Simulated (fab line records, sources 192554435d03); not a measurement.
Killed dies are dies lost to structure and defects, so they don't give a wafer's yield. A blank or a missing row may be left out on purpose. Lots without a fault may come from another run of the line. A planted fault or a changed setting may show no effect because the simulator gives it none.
Chamber matching | flow n5_finfet | N5_BEOL_M11_DESCUM_16 on rie_diel-02: 4 sister chambers
The step chemistry O2, time 7.9 s. 20 wafers are shown with their chamber, then 10 later ones without.

WAFERS WITH THEIR CHAMBER
wafer  | chamber | drypump_motor_current_A (A) | showerhead_plenum_p_Torr (Torr) | throttle_valve_pct (%)
L077.2 | 0       | 6.5                         | 2.09                            | 20.75
L077.3 | 2       | 5.8                         | 2.06                            | 20.49
L077.5 | 0       | 6.5                         | 2.09                            | 20.75
L075.2 | 3       | 6.5                         | 2.01                            | 20.68
L075.3 | 1       | 5.7                         | 2.17                            | 20.51
L075.5 | 1       | 5.7                         | 2.17                            | 20.52
L079.1 | 1       | 5.7                         | 2.17                            | 20.51
L079.3 | 0       | 6.6                         | 2.08                            | 20.77
L079.4 | 3       | 6.5                         | 2.01                            | 20.69
L085.1 | 0       | 6.5                         | 2.08                            | 20.79
L085.2 | 1       | 5.7                         | 2.16                            | 20.52
L085.6 | 1       | 5.7                         | 2.16                            | 20.51
L091.2 | 0       | 6.5                         | 2.08                            | 20.80
L091.4 | 2       | 5.8                         | 2.05                            | 20.22
L091.5 | 1       | 5.7                         | 2.16                            | 20.56
L092.1 | 3       | 6.5                         | 2.00                            | 20.73
L092.2 | 2       | 5.9                         | 2.05                            | 20.24
L092.3 | 0       | 6.5                         | 2.07                            | 20.81
L094.2 | 1       | 5.7                         | 2.15                            | 20.56
L094.3 | 2       | 5.8                         | 2.04                            | 20.23

SIGNATURES (means of the wafers above)
reading                  | chamber 0 | chamber 1 | chamber 2 | chamber 3 | scatter within a chamber
drypump_motor_current_A  | 6.517     | 5.700     | 5.825     | 6.500     | 0.0315
showerhead_plenum_p_Torr | 2.0817    | 2.1629    | 2.0500    | 2.0067    | 0.00747
throttle_valve_pct       | 20.7783   | 20.5271   | 20.2950   | 20.7000   | 0.0606
Rule: a wafer's distance from a chamber is the root of the sum, over the readings, of the square of ((its reading less the chamber's mean) divided by the reading's scatter). The wafer belongs to the nearest chamber; if the next one is less than 2 further off, it can't be placed. The scatter: the root of (the sum of the squares of (reading less its chamber's mean) over the shown wafers, divided by (wafers less chambers)).

WAFERS WITHOUT THEIR CHAMBER
wafer  | drypump_motor_current_A (A) | showerhead_plenum_p_Torr (Torr) | throttle_valve_pct (%)
L094.4 | 6.5                         | 2.07                            | 20.82
L093.1 | 5.7                         | 2.15                            | 20.58
L093.2 | 6.5                         | 2.00                            | 20.76
L093.4 | 6.5                         | 2.07                            | 20.81
L097.2 | 5.8                         | 2.04                            | 20.25
L097.4 | 6.5                         | 2.00                            | 20.75
L097.6 | 5.7                         | 2.15                            | 20.58
L096.2 | 6.5                         | 2.07                            | 20.83
L096.3 | 5.7                         | 2.15                            | 20.56
L096.5 | 5.9                         | 2.04                            | 20.24

WHICH CHAMBER EACH WENT THROUGH
wafer  | from the rows above | in truth
L094.4 | 0                   | 0
L093.1 | 1                   | 1
L093.2 | 3                   | 3
L093.4 | 0                   | 0
L097.2 | 2                   | 2
L097.4 | 3                   | 3
L097.6 | 1                   | 1
L096.2 | 0                   | 0
L096.3 | 1                   | 1
L096.5 | 2                   | 2
Placed correctly: 10 of 10. Can't be placed from these rows: 0. Placed wrongly: 0.
